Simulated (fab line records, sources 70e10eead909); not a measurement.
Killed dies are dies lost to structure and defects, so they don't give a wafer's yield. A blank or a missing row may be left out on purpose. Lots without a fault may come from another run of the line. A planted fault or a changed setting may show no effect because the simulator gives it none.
fab line records | flow nand_harc
record lots=5 wafers=15 last_day=32
route steps=1302 shown A_CONTACT@1060
lots that met no fault: from a run of the same line without faults
start_h: hours from the record's first day to the start of the lot's first wafer shown | wait_h: hours since the lot's step before | " the same as in the row above | L1.1+2: a row that stands for several wafers | - no value, or no start given | * or withheld: withheld | < > ~ a bound
route shown NAME@n: a module of which the file shows steps, and the number in the route of the first | usual: mean/standard deviation of fault-free wafers | same: alike in all rows | chamber/n: place in a boat | sites: the reading at each site | _std_site: their standard deviation | _edge_site: outer sites' mean less inner sites' | radius_mm: how far each site lies from the wafer's centre | mask NAME#n: copy n | behind: the tool/chamber that last shaped the wafer | hold: why the lot was held/for how many hours/how that ended | device: the transistor (n, p or np) that didn't switch | end of line: the same wafers' tests at the end of the route | a step without rows: its recipe alone | killed: dies lost to structure and defects at the first sort, not the wafer's yield | map: a wafer's dies, x killed, . not, _ none there
set.NAME: the setting as run; set.NAME@STEP: as run at that earlier step | model.NAME: the simulator's own value behind a step, which no gauge read
lots at some steps of the route; a table a step, a row a wafer
services: from which hour (start_h, from the record's first day; less than 0 if before it) a tool's chamber was out of use, for how many hours, and why
## steps
# step NHARC_A_CONTACT_STRIP_103
# recipe n2_flow_sccm=150 h2_flow_sccm=150 ar_flow_sccm=0 bias_w=0 chemistry=N2/H2
# columns lot.wafer tool chamber start_h wait_h
L082.2+1+6 rie_diel-04 1,0,2 585.79 0.1
L083.2+1+5 rie_diel-04 1,3,1 596.08 0.1
L084.3+2+6 rie_diel-10 1,2,2 608.63 0.1
L093.4+3+6 rie_diel-04 3,0,1 684.95 0.1
L094.4+5+6 rie_diel-10 1,1,2 704.06 0.1
# step NHARC_A_CONTACT_STRIP_104
# recipe cf4_flow_sccm=100 chf3_flow_sccm=30 ar_flow_sccm=0 bias_w=0 chemistry=CF4/CHF3
# columns lot.wafer tool chamber start_h wait_h
L082.2+1+6 rie_diel-04 2,0,1 585.89 0.1
L083.2+1+5 rie_diel-04 0,1,3 596.17 0.1
L084.2+3+6 rie_diel-10 2,0,3 608.72 0.1
L093.4+3+6 rie_diel-04 2,0,3 685.02 0.1
L094.4+6+5 rie_diel-10 3,2,3 704.39 0.3
# step NHARC_A_CONTACT_STRIP_105
# recipe o2_flow_sccm=400 cos_flow_sccm=20 ar_flow_sccm=0 bias_w=0 chemistry=O2/COS
# columns lot.wafer tool chamber start_h wait_h
L082.2+1+6 rie_diel-04 0,1,3 585.95 0.1
L083.1+2+5 rie_diel-04 2,1,2 596.23 0.1
L084.2+3+6 rie_diel-10 2,3,2 608.79 0.1
L093.4+3+6 rie_diel-04 0,1,0 685.08 0.1
L094.4+5+6 rie_diel-10 2,1,2 704.45 0.1
# step NHARC_A_CONTACT_ETCH_106
# recipe target_depth_a=900 overetch_a=90 time_s=49.5 ion_energy_ev=100 cf4_flow_sccm=80 o2_flow_sccm=20 ar_flow_sccm=0 rf_w=300 bias_w=100 chemistry=CF4/O2
# usual drypump_motor_current_A=5.6/0.49 oes_product_au=0.997/0.014 rf_vpp_V=198.0/1.5 showerhead_plenum_p_Torr=1.35/0.058 throttle_valve_pct=13.397/0.009
# columns lot.wafer tool chamber start_h wait_h drypump_motor_current_A oes_product_au rf_hours_counter_h rf_vpp_V showerhead_plenum_p_Torr throttle_valve_pct
L082.2 rie_diel-04 0 586.01 0.1 6.0 1.001 6 199.9 1.40 13.396
L082.1 " 1 " " 5.5 1.000 6 197.8 1.34 13.386
L082.6 " 3 " " 5.0 0.993 - 194.7 1.25 13.397
L083.2 rie_diel-04 0 596.29 0.0 6.0 0.989 8 198.5 1.40 13.396
L083.1 " 3 " " 5.0 0.970 9 196.1 1.25 13.403
L083.5 " 0 " " 6.0 0.994 - 198.7 1.40 13.390
L084.2 rie_diel-10 2 608.84 0.1 5.1 1.008 0 198.4 1.42 13.407
L084.3 " 1 " " 5.5 0.985 0 200.4 1.41 13.403
L084.6 " 3 " " 5.7 0.981 - 198.7 1.34 13.385
L093.3 rie_diel-04 3 685.15 0.1 5.0 0.977 26 194.7 1.24 13.381
L093.4 " 2 " " 6.4 1.002 23 197.2 1.28 13.395
L093.6 " 0 " " 6.0 1.009 - 199.5 1.39 13.407
L094.4 rie_diel-10 2 704.51 0.1 5.1 1.011 29 199.1 1.42 13.397
L094.6 " 2 " " 5.1 1.011 - 198.6 1.42 13.381
L094.5 " 3 " " 5.8 0.977 - 198.2 1.33 13.395
# step NHARC_A_CONTACT_STRIP_82
# recipe o2_flow_sccm=500 ar_flow_sccm=0 bias_w=0 chemistry=O2
# usual drypump_motor_current_A=5.6/0.48 oes_product_au=0.998/0.014 rf_vpp_V=57.9/0.84 showerhead_plenum_p_Torr=3.57/0.14 throttle_valve_pct=17.037/0.01
# columns lot.wafer tool chamber start_h wait_h drypump_motor_current_A oes_product_au rf_hours_counter_h rf_vpp_V showerhead_plenum_p_Torr throttle_valve_pct
L082.1 rie_diel-04 0 - - 6.1 1.006 6 57.8 3.68 17.045
L082.2 " 1 " " 5.5 1.003 6 57.6 3.55 17.030
L082.6 " 1 " " 5.5 1.005 - 56.0 3.55 17.039
L083.2 rie_diel-04 2 - - 6.4 0.986 9 56.5 3.39 17.034
L083.1 " 0 " " 6.0 0.991 8 57.5 3.68 17.045
L083.5 " 1 " " 5.5 0.991 - 57.9 3.55 17.048
L084.2 rie_diel-10 0 - - 5.0 0.993 0 58.6 3.75 17.039
L084.3 " 1 " " 5.5 0.984 0 56.6 3.72 17.046
L084.6 " 0 " " 5.0 0.989 - 59.0 3.75 17.021
L093.4 rie_diel-04 0 - - 6.0 0.998 25 58.6 3.67 17.024
L093.3 " 1 " " 5.5 0.994 25 56.8 3.54 17.053
L093.6 " 3 " " 5.0 0.988 - 56.8 3.29 17.019
L094.4 rie_diel-10 0 - - 5.0 0.997 36 58.9 3.73 17.039
L094.5 " 1 " " 5.5 0.988 - 58.3 3.70 17.040
L094.6 " 2 " " 5.1 1.015 - 57.8 3.73 17.036
# step NHARC_A_CONTACT_STRIP_83
# recipe time_s=600 temp_c=30 chemistry=post_etch_residue_remover
# columns lot.wafer tool chamber start_h wait_h
L082.2+1+6 wet_bench-03 6,7,0 586.41 -
L083.2+1+5 wet_bench-05 4,5,6 596.68 -
L084.2+3+6 wet_bench-06 4,6,0 609.24 -
L093.6+3+4 wet_bench-06 3,4,5 685.59 -
L094.4+6+5 wet_bench-06 4,7,0 705.02 -
# step NHARC_A_CONTACT_DEP_84
# recipe target_thk_a=28000 temp_c=400 material=aC
# usual throttle_valve_pct=34.999/0.0096
# columns lot.wafer tool chamber start_h wait_h throttle_valve_pct
L082.1 acl_dep-01 0 586.67 - 34.994
L082.2 " 0 " " 34.985
L082.6 " 0 588.09 - 34.983
L083.1 acl_dep-02 0 596.95 - 34.997
L083.2 " 0 " " 35.025
L083.5 " 0 " " 35.006
L084.2 acl_dep-01 0 614.39 - 35.002
L084.3 " 0 " " 34.997
L084.6 " 0 " " 35.005
L093.3 acl_dep-03 0 688.40 - 34.985
L093.4 " 0 " " 34.993
L093.6 " 0 " " 35.013
L094.4 acl_dep-03 0 708.49 - 34.988
L094.5 " 0 " " 34.985
L094.6 " 0 " " 35.018
# step NHARC_A_CONTACT_DEP_85
# recipe target_thk_a=600 target_thk_nm=60 temp_c=400 pressure_torr=3.5 flow_sccm=200 rf_w=350 material=SiON
# usual heater_power_w=771/64
# columns lot.wafer tool chamber start_h wait_h heater_power_w
L082.2 pecvd-01 2 588.42 1.2 776
L082.1 " 0 " " 745
L082.6 " 2 " " 820
L083.2 pecvd-01 0 599.09 1.6 732
L083.1 " 1 " " 760
L083.5 " 1 " " 781
L084.3 pecvd-01 0 615.86 0.9 704
L084.2 " 2 " " 816
L084.6 " 0 " " 695
L093.3 pecvd-02 1 689.90 1.2 680
L093.4 " 0 " " 781
L093.6 " 1 " " 670
L094.4 pecvd-02 2 709.46 0.7 782
L094.5 " 0 " " 708
L094.6 " 1 " " 829
# step NHARC_A_CONTACT_DEHYDRATE_00
# recipe temp_c=150 time_s=120
# columns lot.wafer tool chamber start_h wait_h
L082.1+2+6 litho_track-01 0 588.66 0.2
L083.1+2+5 litho_track-06 0 599.45 0.3
L084.2+3+6 litho_track-01 0 616.13 0.2
L093.3+4+6 litho_track-04 0 690.12 0.2
L094.4+5+6 litho_track-01 0 709.65 0.2
# step NHARC_A_CONTACT_HMDS_01
# recipe time_s=30
# columns lot.wafer tool chamber start_h wait_h
L082.1+2+6 litho_track-01 0 - -
L083.1+2+5 litho_track-06 0 - -
L084.2+3+6 litho_track-01 0 - -
L093.3+4+6 litho_track-04 0 - -
L094.4+5+6 litho_track-01 0 - -
# step NHARC_A_CONTACT_COAT_86
# recipe temp_c=260 time_s=75
# columns lot.wafer tool chamber start_h wait_h
L082.1+2+6 litho_track-01 0 - -
L083.1+2+5 litho_track-06 0 - -
L084.2+3+6 litho_track-01 0 - -
L093.3+4+6 litho_track-04 0 - -
L094.4+5+6 litho_track-01 0 - -
# step NHARC_A_CONTACT_COAT_87
# recipe temp_c=225 time_s=65
# columns lot.wafer tool chamber start_h wait_h
L082.1+2+6 litho_track-01 0 - -
L083.1+2+5 litho_track-06 0 - -
L084.2+3+6 litho_track-01 0 - -
L093.3+4+6 litho_track-04 0 - -
L094.4+5+6 litho_track-01 0 - -
# step NHARC_A_CONTACT_COAT_02
# recipe spin_rpm=1500 resist_thk_nm=90
# columns lot.wafer tool chamber start_h wait_h
L082.1+2+6 litho_track-01 0 - -
L083.1+2+5 litho_track-06 0 - -
L084.2+3+6 litho_track-01 0 - -
L093.3+4+6 litho_track-04 0 - -
L094.4+5+6 litho_track-01 0 - -
# step NHARC_A_CONTACT_SOFTBAKE_03
# recipe temp_c=105 time_s=55
# columns lot.wafer tool chamber start_h wait_h
L082.1+2+6 litho_track-01 0 - -
L083.1+2+5 litho_track-06 0 - -
L084.2+3+6 litho_track-01 0 - -
L093.3+4+6 litho_track-04 0 - -
L094.4+5+6 litho_track-01 0 - -
# step NHARC_A_CONTACT_EBR_04
# columns lot.wafer tool chamber start_h wait_h
L082.1+2+6 litho_track-01 0 - -
L083.1+2+5 litho_track-06 0 - -
L084.2+3+6 litho_track-01 0 - -
L093.3+4+6 litho_track-04 0 - -
L094.4+5+6 litho_track-01 0 - -
# step NHARC_A_CONTACT_EXPOSE_05
# recipe na=1.35 sigma_outer=0.8 dose_mj=84.24 mask_id=A_CC
# columns lot.wafer tool chamber start_h wait_h mask
L082.1+2+6 arfi_scanner-01 0 588.97 - A_CC#0
L083.1+2+5 arfi_scanner-03 0 599.76 - A_CC#0
L084.2+3+6 arfi_scanner-02 0 616.45 - A_CC#0
L093.3+4+6 arfi_scanner-03 0 690.31 - A_CC#0
L094.4+5+6 arfi_scanner-01 0 709.97 - A_CC#0
# step NHARC_A_CONTACT_PEB_06
# recipe peb_temp_c=100 peb_time_s=65
# columns lot.wafer tool chamber start_h wait_h
L082.1+2+6 litho_track-04 0 589.03 0.1
L083.1+2+5 litho_track-01 0 599.82 0.1
L084.2+3+6 litho_track-04 0 616.51 0.1
L093.3+4+6 litho_track-06 0 690.37 0.0
L094.4+5+6 litho_track-04 0 710.02 0.0
# step NHARC_A_CONTACT_DEVELOP_07
# recipe develop_time_s=35 dev_temp_c=23
# columns lot.wafer tool chamber start_h wait_h
L082.1+2+6 litho_track-04 0 - -
L083.1+2+5 litho_track-01 0 - -
L084.2+3+6 litho_track-04 0 - -
L093.3+4+6 litho_track-06 0 - -
L094.4+5+6 litho_track-04 0 - -
# step NHARC_A_CONTACT_CD_MEAS_08
# recipe target_cd_nm=200 landing_energy_ev=500
# usual cd_nm=199.9/0.69
# columns lot.wafer tool chamber start_h wait_h cd_nm
L082.1 cd_sem-02 0 589.11 - 201.2
L082.2 " 0 " " 199.6
L082.6 " 0 " " 200.4
L083.1 cd_sem-03 0 599.90 - 200.6
L083.2 " 0 " " 199.5
L083.5 " 0 " " 200.2
L084.2 cd_sem-01 0 616.59 - 199.9
L084.3 " 0 " " 201.5
L084.6 " 0 " " 201.8
L093.3 cd_sem-01 0 690.45 - 198.5
L093.4 " 0 " " 199.6
L093.6 " 0 " " 199.1
L094.4 cd_sem-01 0 710.11 - 200.1
L094.5 " 0 " " 198.9
L094.6 " 0 " " 199.4
# step NHARC_A_CONTACT_OVL_MEAS_09
# usual overlay_x_nm=0.4/0.82 overlay_y_nm=-0.1/0.9
# columns lot.wafer tool chamber start_h wait_h overlay_x_nm overlay_y_nm
L082.1 overlay-01 - 589.20 - -1.1 0.5
L082.2 " - " " -0.8 0.2
L082.6 " - " " -1.6 0.4
L083.1 overlay-01 - 599.99 - 0.2 -0.6
L083.2 " - " " -0.1 -0.3
L083.5 " - " " 0.0 -0.6
L084.2 overlay-01 - 616.67 - 0.6 -1.7
L084.3 " - " " 1.1 -1.3
L084.6 " - " " 1.3 -1.9
L093.3 overlay-01 - 690.53 - 1.0 -0.4
L093.4 " - " " 1.1 -0.9
L093.6 " - " " 1.4 -0.6
L094.4 overlay-02 - 710.19 - 1.4 -1.3
L094.5 " - " " 1.8 -0.7
L094.6 " - " " 1.7 -1.2
# step NHARC_A_CONTACT_INSPECT_10
# usual raw_defect_count=86/36
# columns lot.wafer tool chamber start_h wait_h raw_defect_count
L082.1 defect_inspect-01 - 589.24 0.0 24
L082.2 " - " " 36
L082.6 " - " " 34
L083.1 defect_inspect-01 - 600.02 0.0 37
L083.2 " - " " 43
L083.5 " - " " 29
L084.2 defect_inspect-02 - 616.71 0.0 125
L084.3 " - " " 111
L084.6 " - " " 132
L093.3 defect_inspect-01 - 690.57 0.0 108
L093.4 " - " " 102
L093.6 " - " " 96
L094.4 defect_inspect-02 - 710.22 0.0 138
L094.5 " - " " 134
L094.6 " - " " 145
# step NHARC_A_CONTACT_DESCUM_13
# recipe time_s=3 o2_flow_sccm=200 ar_flow_sccm=0 bias_power_w=0 chemistry=O2
# usual drypump_motor_current_A=5.6/0.49 oes_product_au=0.997/0.013 rf_vpp_V=57.7/0.8 showerhead_plenum_p_Torr=1.93/0.089 throttle_valve_pct=11.311/0.0094
# columns lot.wafer tool chamber start_h wait_h drypump_motor_current_A oes_product_au rf_hours_counter_h rf_vpp_V showerhead_plenum_p_Torr throttle_valve_pct
L082.1 rie_diel-04 1 589.31 0.1 5.5 0.995 6 57.8 1.92 11.314
L082.2 " 3 " " 5.0 0.995 7 57.7 1.78 11.293
L082.6 " 1 " " 5.5 1.004 - 57.4 1.92 11.317
L083.2 rie_diel-04 1 600.08 0.1 5.5 0.995 8 57.2 1.92 11.331
L083.1 " 0 " " 6.0 1.006 8 58.6 2.00 11.312
L083.5 " 2 " " 6.4 1.000 - 56.4 1.84 11.305
L084.2 rie_diel-10 1 616.78 0.1 5.5 0.987 5 57.7 2.02 11.311
L084.3 " 3 " " 5.7 0.967 3 57.1 1.91 11.321
L084.6 " 1 " " 5.5 0.975 - 57.9 2.02 11.306
L093.3 rie_diel-04 2 690.63 0.1 6.4 0.996 24 57.1 1.83 11.315
L093.4 " 0 " " 6.0 1.013 26 57.2 2.00 11.297
L093.6 " 3 " " 5.0 0.995 - 56.6 1.78 11.299
L094.4 rie_diel-10 1 710.31 0.1 5.5 0.976 35 57.9 2.01 11.326
L094.6 " 2 " " 5.1 1.006 - 58.6 2.03 11.305
L094.5 " 3 " " 5.7 0.979 - 57.8 1.90 11.317
# step NHARC_A_CONTACT_ETCH_88
# recipe target_depth_a=390 over_etch_frac=0.3 time_s=65 ion_energy_ev=80 cf4_flow_sccm=150 ar_flow_sccm=0 rf_w=300 bias_w=100 chemistry=CF4
# usual drypump_motor_current_A=5.6/0.48 oes_product_au=0.996/0.013 rf_vpp_V=151.5/1.2 showerhead_plenum_p_Torr=1.79/0.076 throttle_valve_pct=13.283/0.0096
# columns lot.wafer tool chamber start_h wait_h drypump_motor_current_A oes_product_au rf_hours_counter_h rf_vpp_V showerhead_plenum_p_Torr throttle_valve_pct
L082.1 rie_diel-04 1 589.39 0.1 5.5 0.991 6 152.3 1.78 13.286
L082.2 " 2 " " 6.3 0.984 7 150.6 1.70 13.289
L082.6 " 0 " " 6.0 0.996 - 153.5 1.85 13.291
L083.2 rie_diel-04 2 600.18 0.1 6.4 0.994 9 150.3 1.70 13.292
L083.1 " 3 " " 5.0 0.983 9 150.2 1.65 13.277
L083.5 " 1 " " 5.5 0.993 - 152.5 1.78 13.292
L084.3 rie_diel-10 3 616.86 0.1 5.7 0.981 3 151.2 1.77 13.272
L084.2 " 0 " " 5.0 0.989 5 153.0 1.88 13.289
L084.6 " 3 " " 5.8 0.979 - 149.7 1.77 13.296
L093.3 rie_diel-04 2 690.71 0.1 6.4 0.992 24 149.9 1.70 13.290
L093.4 " 3 " " 5.0 0.985 27 148.6 1.65 13.282
L093.6 " 2 " " 6.4 1.008 - 151.2 1.70 13.288
L094.4 rie_diel-10 2 710.37 0.1 5.1 1.016 31 152.7 1.87 13.283
L094.6 " 2 " " 5.1 1.017 - 153.8 1.87 13.277
L094.5 " 3 " " 5.7 0.986 - 153.1 1.76 13.276
# step NHARC_A_CONTACT_ETCH_89
# recipe target_depth_a=2600 over_etch_frac=0.3 time_s=475.3 ion_energy_ev=200 n2_flow_sccm=150 h2_flow_sccm=150 ar_flow_sccm=0 rf_w=400 bias_w=150 chemistry=N2/H2
# usual drypump_motor_current_A=5.6/0.48 n2_flow_sccm=150.0/0.49 oes_product_au=0.996/0.013 rf_vpp_V=431.1/2.7 showerhead_plenum_p_Torr=2.07/0.093 throttle_valve_pct=14.173/0.0085
# columns lot.wafer tool chamber start_h wait_h drypump_motor_current_A n2_flow_sccm oes_product_au rf_hours_counter_h rf_vpp_V showerhead_plenum_p_Torr throttle_valve_pct
L082.1 rie_diel-04 2 - - 6.3 149.3 0.993 7 428.6 1.96 14.176
L082.2 " 3 " " 5.0 150.2 0.987 7 428.0 1.90 14.178
L082.6 " 2 " " 6.4 149.3 0.985 - 429.2 1.95 14.186
L083.2 rie_diel-04 2 - - 6.4 151.0 0.992 9 428.2 1.95 14.174
L083.1 " 3 " " 5.0 150.4 0.979 9 427.3 1.90 14.158
L083.5 " 2 " " 6.3 150.9 0.998 - 428.8 1.95 14.162
L084.3 rie_diel-10 0 - - 5.0 150.0 0.986 5 433.8 2.18 14.177
L084.2 " 1 " " 5.5 150.9 0.977 5 433.5 2.16 14.172
L084.6 " 0 " " 5.0 150.6 0.990 - 435.0 2.18 14.172
L093.4 rie_diel-04 0 - - 6.0 150.3 1.003 26 434.2 2.13 14.176
L093.3 " 1 " " 5.5 150.0 0.993 26 430.2 2.05 14.183
L093.6 " 1 " " 5.5 150.2 0.984 - 430.6 2.05 14.182
L094.4 rie_diel-10 2 - - 5.1 149.9 1.014 31 431.6 2.17 14.171
L094.5 " 0 " " 5.0 150.3 0.995 - 433.5 2.17 14.184
L094.6 " 1 " " 5.5 150.9 0.990 - 433.3 2.15 14.171
# step NHARC_A_CONTACT_ETCH_30
# recipe target_depth_a=726 time_s=36.3 cf4_flow_sccm=100 chf3_flow_sccm=30 ar_flow_sccm=0 rf_w=500 bias_w=200 chemistry=CF4/CHF3
# usual drypump_motor_current_A=5.6/0.49 oes_product_au=0.929/0.019 rf_vpp_V=371.1/2.4 showerhead_plenum_p_Torr=1.59/0.069 throttle_valve_pct=16.802/0.0096
# columns lot.wafer tool chamber start_h wait_h drypump_motor_current_A oes_product_au rf_hours_counter_h rf_vpp_V showerhead_plenum_p_Torr throttle_valve_pct
L082.1 rie_diel-04 3 - - 5.0 0.911 7 366.7 1.47 16.800
L082.2 " 2 " " 6.4 0.918 7 369.1 1.51 16.804
L082.6 " 3 " " 5.0 0.899 - 366.2 1.47 16.798
L083.2 rie_diel-04 2 - - 6.4 0.926 9 368.5 1.51 16.801
L083.1 " 3 " " 5.0 0.905 9 367.4 1.47 16.812
L083.5 " 2 " " 6.4 0.920 - 368.3 1.51 16.796
L084.3 rie_diel-10 0 - - 5.0 0.912 5 373.4 1.67 16.806
L084.2 " 2 " " 5.1 0.941 3 372.0 1.67 16.823
L084.6 " 3 " " 5.7 0.899 - 371.1 1.57 16.785
L093.4 rie_diel-04 0 - - 6.0 0.931 26 372.7 1.64 16.791
L093.3 " 2 " " 6.4 0.929 24 368.8 1.51 16.791
L093.6 " 0 " " 6.0 0.925 - 373.6 1.64 16.806
L094.4 rie_diel-10 0 - - 5.0 0.928 38 373.6 1.66 16.815
L094.6 " 3 " " 5.7 0.915 - 370.5 1.57 16.821
L094.5 " 0 " " 5.0 0.930 - 374.0 1.66 16.796
# step NHARC_A_CONTACT_ETCH_31
# recipe target_depth_a=28000 over_etch_frac=0.3 time_s=728 ion_energy_ev=150 o2_flow_sccm=400 cos_flow_sccm=20 ar_flow_sccm=0 rf_w=500 bias_w=300 chemistry=O2/COS
# usual drypump_motor_current_A=5.6/0.48 oes_product_au=0.996/0.013 rf_vpp_V=314.7/2 showerhead_plenum_p_Torr=3.16/0.13 throttle_valve_pct=28.330/0.0098
# columns lot.wafer tool chamber start_h wait_h drypump_motor_current_A oes_product_au rf_hours_counter_h rf_vpp_V showerhead_plenum_p_Torr throttle_valve_pct
L082.2 rie_diel-04 2 - - 6.4 0.983 8 311.1 3.00 28.320
L082.1 " 3 " " 5.0 0.976 7 309.5 2.92 28.339
L082.6 " 2 " " 6.4 0.981 - 311.2 3.00 28.340
L083.2 rie_diel-04 1 - - 5.5 0.981 8 314.8 3.14 28.330
L083.1 " 3 " " 5.0 0.977 9 312.2 2.92 28.307
L083.5 " 2 " " 6.4 0.992 - 313.2 3.00 28.331
L084.2 rie_diel-10 2 - - 5.1 1.008 3 317.1 3.32 28.329
L084.3 " 3 " " 5.8 0.982 3 315.4 3.12 28.326
L084.6 " 0 " " 5.0 0.991 - 315.9 3.32 28.348
L093.4 rie_diel-04 3 - - 5.0 0.978 27 310.0 2.91 28.339
L093.3 " 0 " " 6.1 0.997 27 315.5 3.25 28.325
L093.6 " 2 " " 6.4 0.990 - 313.5 3.00 28.316
L094.4 rie_diel-10 1 - - 5.5 0.981 35 316.0 3.27 28.335
L094.5 " 0 " " 5.0 1.008 - 315.8 3.30 28.329
L094.6 " 1 " " 5.5 0.986 - 314.8 3.27 28.332
# step NHARC_A_CONTACT_ETCH_134
# recipe source_w=withheld pressure_mtorr=20 bias_v=withheld time_s=140 target_depth_a=7000 ar_flow_sccm=withheld c4f8_flow_sccm=withheld o2_flow_sccm=withheld chemistry=C4F8/O2/Ar
# columns lot.wafer tool chamber start_h wait_h rf_hours_counter_h
L082.1 har_cap_etch-03 0 590.87 - 56
L082.2 " 1 " " 56
L082.6 " 1 " " -
L083.2 har_cap_etch-03 1 601.21 - 57
L083.1 " 0 " " 57
L083.5 " 1 " " -
L084.2 har_cap_etch-01 1 617.93 - 20
L084.3 " 0 " " -
L084.6 " 0 " " -
L093.4 har_cap_etch-01 1 691.82 - -
L093.3 " 0 " " -
L093.6 " 1 " " -
L094.4 har_cap_etch-01 0 711.48 - -
L094.5 " 0 " " -
L094.6 " 1 " " -
# step NHARC_A_CONTACT_ETCH_135
# recipe source_w=withheld pressure_mtorr=20 bias_v=1200 time_s=311 target_depth_a=19120 ar_flow_sccm=withheld c4f8_flow_sccm=withheld o2_flow_sccm=withheld chemistry=C4F8/O2/Ar
# columns lot.wafer tool chamber start_h wait_h rf_hours_counter_h
L082.1 har_cap_etch-03 0 591.07 0.2 56
L082.2 " 1 " " 56
L082.6 " 1 " " -
L083.2 har_cap_etch-03 1 601.41 0.2 57
L083.1 " 0 " " 57
L083.5 " 1 " " -
L084.2 har_cap_etch-01 1 618.14 0.2 21
L084.3 " 0 " " -
L084.6 " 0 " " -
L093.4 har_cap_etch-01 1 692.04 0.2 -
L093.3 " 0 " " -
L093.6 " 1 " " -
L094.4 har_cap_etch-01 0 711.70 0.2 -
L094.5 " 0 " " -
L094.6 " 1 " " -
# step NHARC_A_CONTACT_ETCH_136
# recipe source_w=withheld pressure_mtorr=20 bias_v=1200 time_s=311 target_depth_a=19120 ar_flow_sccm=withheld c4f8_flow_sccm=withheld o2_flow_sccm=withheld chemistry=C4F8/O2/Ar
# columns lot.wafer tool chamber start_h wait_h rf_hours_counter_h
L082.1 har_cap_etch-03 0 591.34 0.2 56
L082.2 " 1 " " 56
L082.6 " 1 " " -
L083.2 har_cap_etch-03 1 601.68 0.2 58
L083.1 " 0 " " 58
L083.5 " 1 " " -
L084.2 har_cap_etch-01 1 618.41 0.2 21
L084.3 " 0 " " -
L084.6 " 0 " " -
L093.4 har_cap_etch-01 1 692.31 0.2 -
L093.3 " 0 " " -
L093.6 " 1 " " -
L094.4 har_cap_etch-01 0 711.97 0.2 -
L094.5 " 0 " " -
L094.6 " 1 " " -
# step NHARC_A_CONTACT_ETCH_137
# recipe source_w=withheld pressure_mtorr=20 bias_v=1200 time_s=311 target_depth_a=19120 ar_flow_sccm=withheld c4f8_flow_sccm=withheld o2_flow_sccm=withheld chemistry=C4F8/O2/Ar
# columns lot.wafer tool chamber start_h wait_h rf_hours_counter_h
L082.1 har_cap_etch-03 0 591.61 0.2 57
L082.2 " 1 " " 57
L082.6 " 1 " " -
L083.2 har_cap_etch-03 1 601.96 0.2 58
L083.1 " 0 " " 58
L083.5 " 1 " " -
L084.2 har_cap_etch-01 1 618.68 0.2 21
L084.3 " 0 " " -
L084.6 " 0 " " -
L093.4 har_cap_etch-01 1 692.58 0.2 -
L093.3 " 0 " " -
L093.6 " 1 " " -
L094.4 har_cap_etch-01 0 712.24 0.2 -
L094.5 " 0 " " -
L094.6 " 1 " " -
# step NHARC_A_CONTACT_ETCH_138
# recipe source_w=withheld pressure_mtorr=20 bias_v=1200 time_s=311 target_depth_a=19140 ar_flow_sccm=withheld c4f8_flow_sccm=withheld o2_flow_sccm=withheld chemistry=C4F8/O2/Ar
# columns lot.wafer tool chamber start_h wait_h rf_hours_counter_h
L082.1 har_cap_etch-03 0 591.89 0.2 57
L082.2 " 1 " " 57
L082.6 " 1 " " -
L083.2 har_cap_etch-03 1 602.22 0.2 58
L083.1 " 0 " " 58
L083.5 " 1 " " -
L084.2 har_cap_etch-01 1 618.94 0.2 21
L084.3 " 0 " " -
L084.6 " 0 " " -
L093.4 har_cap_etch-01 1 692.85 0.2 -
L093.3 " 0 " " -
L093.6 " 1 " " -
L094.4 har_cap_etch-01 0 712.52 0.2 -
L094.5 " 0 " " -
L094.6 " 1 " " -
# step NHARC_A_CONTACT_ETCH_139
# recipe source_w=withheld pressure_mtorr=20 bias_v=400 time_s=195 target_depth_a=8400 ar_flow_sccm=withheld c4f8_flow_sccm=11.5 o2_flow_sccm=7.2 chemistry=C4F8/O2/Ar
# columns lot.wafer tool chamber start_h wait_h rf_hours_counter_h
L082.1 har_cap_etch-03 0 592.16 0.2 57
L082.2 " 1 " " 57
L082.6 " 1 " " -
L083.2 har_cap_etch-03 1 602.50 0.2 58
L083.1 " 0 " " 58
L083.5 " 1 " " -
L084.2 har_cap_etch-01 1 619.22 0.2 22
L084.3 " 0 " " -
L084.6 " 0 " " -
L093.4 har_cap_etch-01 1 693.13 0.2 -
L093.3 " 0 " " -
L093.6 " 1 " " -
L094.4 har_cap_etch-01 0 712.79 0.2 -
L094.5 " 0 " " -
L094.6 " 1 " " -
# step NHARC_A_CONTACT_ETCH_92
# recipe target_depth_a=400 over_etch_frac=0.5 time_s=85.7 ion_energy_ev=120 ch3f_flow_sccm=50 o2_flow_sccm=30 ar_flow_sccm=200 rf_w=500 bias_w=100 chemistry=CH3F/O2
# usual drypump_motor_current_A=5.6/0.48 oes_product_au=0.935/0.03 rf_vpp_V=244.8/1.9 showerhead_plenum_p_Torr=2.49/0.11 throttle_valve_pct=20.664/0.0084
# columns lot.wafer tool chamber start_h wait_h drypump_motor_current_A oes_product_au rf_hours_counter_h rf_vpp_V showerhead_plenum_p_Torr throttle_valve_pct
L082.1 rie_diel-10 0 592.76 0.6 4.9 0.933 47 247.9 2.62 20.665
L082.2 " 1 " " 5.5 0.918 40 245.1 2.60 20.664
L082.6 " 0 " " 4.9 0.925 - 246.8 2.62 20.667
L083.2 rie_diel-04 3 603.09 0.5 5.0 0.900 10 242.4 2.29 20.668
L083.1 " 0 " " 6.0 0.919 8 245.5 2.57 20.654
L083.5 " 1 " " 5.5 0.924 - 244.8 2.47 20.666
L084.3 rie_diel-08 3 619.76 0.4 5.1 0.936 28 245.9 2.49 20.666
L084.2 " 0 " " 6.1 0.946 23 246.3 2.63 20.676
L084.6 " 1 " " 5.5 0.912 - 245.5 2.45 20.664
L093.3 rie_diel-10 2 693.60 0.4 5.1 0.939 27 246.7 2.61 20.668
L093.4 " 0 " " 5.0 0.931 32 246.1 2.61 20.655
L093.6 " 3 " " 5.7 0.895 - 243.9 2.45 20.659
L094.4 rie_diel-10 0 713.28 0.5 5.0 0.929 39 247.7 2.60 20.665
L094.5 " 2 " " 5.1 0.938 - 247.5 2.61 20.672
L094.6 " 3 " " 5.7 0.908 - 243.0 2.45 20.671
## services
# columns tool chamber start_h hours kind
wet_bench-03 - 562.41 8.0 pm
pecvd-01 0 580.86 3.9 repair
pecvd-02 2 585.28 3.6 repair
wet_bench-03 - 589.04 7.1 repair
pecvd-02 - 589.30 13.0 pm
arfi_scanner-01 - 596.00 4.0 pm
rie_diel-10 - 597.01 9.0 pm
pecvd-01 2 597.73 6.6 repair
rie_diel-08 1 607.41 5.6 repair
acl_dep-02 - 609.79 13.0 pm
wet_bench-05 - 612.80 8.0 pm
wet_bench-06 - 626.38 3.3 repair
arfi_scanner-02 - 643.59 3.0 repair
rie_diel-04 2 651.55 7.8 repair
arfi_scanner-01 - 654.79 1.3 repair
arfi_scanner-02 - 656.00 4.0 pm
acl_dep-03 - 662.46 13.0 pm
pecvd-01 - 673.25 13.0 pm
rie_diel-10 3 676.89 4.7 repair
litho_track-01 - 680.00 7.0 pm
arfi_scanner-02 - 700.63 1.0 repair
litho_track-06 - 704.00 7.0 pm
rie_diel-04 - 708.90 9.0 pm
arfi_scanner-03 - 712.00 4.0 pm
## key
fault none
